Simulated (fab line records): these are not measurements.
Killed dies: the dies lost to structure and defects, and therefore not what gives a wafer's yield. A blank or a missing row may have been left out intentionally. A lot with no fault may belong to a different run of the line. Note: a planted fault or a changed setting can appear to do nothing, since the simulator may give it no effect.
Comparing a struck lot with a sound one :: flow n5Finfet :: 37 steps out of a route of 1938
Sound: the wafers L845.2, L845.3, L845.5. Struck: wafers L837.1, L837.4. (L837.3 of the same lot was not struck and is left out.) The cause comes at the end.
Order at every step that has rows: each side's tool, ch and its chambers, its first start. Under that, the readings that differ: sound wafers :: struck wafers :: difference of the means :: sigmas: that difference in standard deviations of wafers without a fault.
alike: words and numbers the same on both sides, and readings whose means are apart by under 2 such deviations; not compared: readings that were withheld, readings missing a value for some wafer, numbers with overlapping values and no deviation given by the record, and bounds like >300 which may hide the same value.
Wherever a step has rows on one side only, a row that says differs or no value, or a row with sigmas, the two part there. Numbers that have no deviation but don't overlap get no sigmas and don't part them. Lack of a reading on every wafer of one side parts them only where that side has two or more wafers.

first, 9 steps without rows for these wafers: N5_MOL_CONTACT_COAG_SPUTTER_130 (material Co, target thk 47.5 nm); N5_MOL_CONTACT_COAG_PRECLEAN_125 (cleans in DIW, time 57.5 s); N5_MOL_CONTACT_COAG_SRD_126 (dry time 32 s); N5_MOL_CONTACT_COAG_CMP_23 (polishes, stops on SiO2, t overpolish 1.5 s, target thk 0 nm); N5_MOL_CONTACT_COAG_WET_ETCH_26 (target Co, target depth 13 nm); N5_MOL_CONTACT_COAG_WET_ETCH_116 (etches the open film in SC1-inhibited, target depth 4.6 nm, rinse time 30 s); N5_MOL_CONTACT_COAG_ALD_27 (deposits SiOC, target thk 17 nm, pulse time 1.5 s, time 2720 s); N5_MOL_CONTACT_COAG_CMP_28 (polishes, stops on SiNx, t overpolish 0.85 s, target thk 14.522 nm); N5_MOL_CONTACT_COAG_ALD_123 (deposits SiNx, target thk 5 nm, pulse time 1 s, purge time 2 s).
N5_MOL_CONTACT_COAG_PECVD_31: deposits SiO2 from TEOS/O2, target thk 46 nm, time 8.9 s.
  sound on pecvd-01 ch 0,1,2, day 9 18:47; struck on pecvd-04 ch 1, day 7 05:18
reading: susceptorTempC (C)
sound: 399.77 399.97 400.35
struck: 404.81 404.75
difference: +4.75
sigmas: +23

reading: model.SiO2_of_MOL_CONTACT_COAG_PECVD_31.thkNm (nm)
sound: 46.2 46.4 46.4
struck: 44.8 45
difference: -1.4
sigmas: 
then, 19 steps without rows for these wafers: N5_MOL_CONTACT_COAG_COAT_75 (time 60 s, resist thk 60 nm); N5_MOL_CONTACT_COAG_COAT_76 (time 60 s, resist thk 10 nm); N5_MOL_CONTACT_COAG_COAT_77 (time 60 s, resist thk 10 nm); N5_MOL_CONTACT_COAG_COAT_78 (resist thk 40 nm); N5_MOL_CONTACT_COAG_EBR_80; N5_MOL_CONTACT_COAG_SOFTBAKE_79 (time 60 s); N5_MOL_CONTACT_COAG_EXPOSE_81 (exposes mask VG, defocus 0 nm); N5_MOL_CONTACT_COAG_PEB_82 (peb time 60 s); N5_MOL_CONTACT_COAG_DEVELOP_83 (develop time 30 s); N5_MOL_CONTACT_COAG_DESCUM_88 (chemistry O2, time 7 s); N5_MOL_CONTACT_COAG_ETCH_89 (etches underlayer in N2/H2, target depth 13 nm, time 10.4 s); N5_MOL_CONTACT_COAG_ETCH_90 (etches SiARC in CF4, target depth 13 nm, time 21.7 s); N5_MOL_CONTACT_COAG_ALD_131 (deposits SiO2, target thk 5 nm, pulse time 1 s, co reactant pulse time 1 s); N5_MOL_CONTACT_COAG_ETCHBACK_132 (etches SiO2 in CHF3, target depth 10 nm, time 6.7 s); N5_MOL_CONTACT_COAG_ETCH_91 (etches SOC in N2/H2, target depth 60 nm, overetch 21 nm, time 101.2 s); N5_MOL_CONTACT_COAG_STRIP_92 (strips in N2/H2); N5_MOL_CONTACT_COAG_STRIP_93 (strips in N2/H2); N5_MOL_CONTACT_COAG_ETCHBACK_135 (etches SiO2 in CHF3, target depth 25 nm, time 16.7 s); N5_MOL_CONTACT_COAG_STRIP_118 (strips in CHF3).
N5_MOL_CONTACT_COAG_VIA_ETCH_46: etches SiO2 in C4F6/O2, target depth 46 nm, overetch 9.2 nm, time 40 s.
  sound on rieDiel-04 ch 0,2,3, day 9 20:17; struck on rieDiel-03 ch 2,3, day 7 06:21
reading: model.etch.depthNm (nm)
sound: 46.29 46.31 46.32
struck: 44.72 45.07
difference: -1.41
sigmas: 
  alike: drypumpMotorCurrentA, oesProductAu, rfVppV, showerheadPlenumPTorr, throttleValvePct
  not compared: rfHoursCounterH
then, 5 steps without rows for these wafers: N5_MOL_CONTACT_COAG_STRIP_96 (strips in N2/H2); N5_MOL_CONTACT_COAG_ETCH_47 (etches SiNx in CH3F/O2, stops on W, target depth 27 nm); N5_MOL_CONTACT_COAG_STRIP_119 (strips in N2/H2, time 30 s); N5_MOL_CONTACT_COAG_PRECLEAN_144 (cleans in alkaline clean, time 60 s); N5_MOL_CONTACT_COAG_SRD_145 (time 30 s).
N5_MOL_CONTACT_COAG_CMP_52: polishes, stops on SiO2, t overpolish 1.5 s, target thk 66.5 nm.
  sound on cmp-04 ch 0,1, day 9 22:28; struck on cmp-04 ch 1,2, day 7 08:49
reading: model.SiO2_of_MOL_CONTACT_COAG_PECVD_31.thkNm (nm)
sound: 44.2 44.2 44.2
struck: 42.6 43
difference: -1.4
sigmas: 
  alike: motorCurrentA, overpolishRunS, timeToEndpointS
-- here the record skips 3 days between the struck wafers' starts before and after, leaving off in module MOL_CONTACT_COAG and picking up in module BEOL_M4 (first step shown: number 1111 of the route) --
N5_BEOL_M4_RC_MEAS_101:
  sound on prober-01 ch 0, day 12 23:23; struck on prober-02 ch 0, day 10 18:38
  alike: DIBL_N, DIBL_P, IOFF_N, IOFF_P, ION_N, ION_P, SS_N, SS_P, VT_N, VT_P

WHERE THEY PART
Only at N5_MOL_CONTACT_COAG_PECVD_31, as far as this record shows. Later steps at which nothing parts them and some readings are alike: N5_MOL_CONTACT_COAG_VIA_ETCH_46, N5_MOL_CONTACT_COAG_CMP_52, N5_BEOL_M4_RC_MEAS_101.

WHY: the cause the simulator had injected
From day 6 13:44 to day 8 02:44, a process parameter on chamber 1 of pecvd-04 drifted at N5_MOL_CONTACT_COAG_PECVD_31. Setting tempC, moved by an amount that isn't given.
